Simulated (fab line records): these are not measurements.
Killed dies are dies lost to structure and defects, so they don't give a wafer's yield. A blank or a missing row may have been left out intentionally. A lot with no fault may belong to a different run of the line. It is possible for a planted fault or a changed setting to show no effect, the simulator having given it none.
Chamber matching :: flow n5 finfet :: rie diel-01 running N5_BEOL_M4_STRIP_66: 4 sister chambers
The step strips in CF4. 4 wafers are shown with their chamber, then 7 later ones without.

## WAFERS PAIRED WITH THEIR CHAMBERS
wafer: L087.3
chamber: 1
throttle valve pct (%): 13.32

wafer: L087.6
chamber: 2
throttle valve pct (%): 13.84

wafer: L090.1
chamber: 3
throttle valve pct (%): 13.18

wafer: L090.4
chamber: 0
throttle valve pct (%): 13.80

## WAFERS MISSING THEIR CHAMBER
wafer: L090.5
throttle valve pct (%): 13.16

wafer: L096.1
throttle valve pct (%): 13.33

wafer: L096.3
throttle valve pct (%): 13.20

wafer: L096.5
throttle valve pct (%): 13.90

wafer: L095.3
throttle valve pct (%): 13.33

wafer: L095.5
throttle valve pct (%): 13.21

wafer: L095.6
throttle valve pct (%): 13.88

## CHAMBER TAKEN BY EACH
wafer: L090.5
from the rows above: 3
in truth: 3

wafer: L096.1
from the rows above: 1
in truth: 1

wafer: L096.3
from the rows above: 3
in truth: 3

wafer: L096.5
from the rows above: can't be placed: 2 or 0
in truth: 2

wafer: L095.3
from the rows above: 1
in truth: 1

wafer: L095.5
from the rows above: 3
in truth: 3

wafer: L095.6
from the rows above: can't be placed: 2 or 0
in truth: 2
Correct placement for 5 of the 7. Not placeable from these rows: 2 (in 2, the candidates include the true chamber). Wrongly placed: 0.
How it was worked out, from the rows above alone: a wafer's distance from a chamber is the root of the sum, over the readings, of the square of ((its reading less the chamber's mean) divided by the reading's scatter). The wafer belongs to the nearest chamber; if the next one is less than 2 further off, it can't be placed. Each chamber's mean is taken over the wafers shown for it. The scatter (one wafer shown for each chamber): square how far every hidden wafer sits from the nearest shown wafer, average those squares and take the square root.
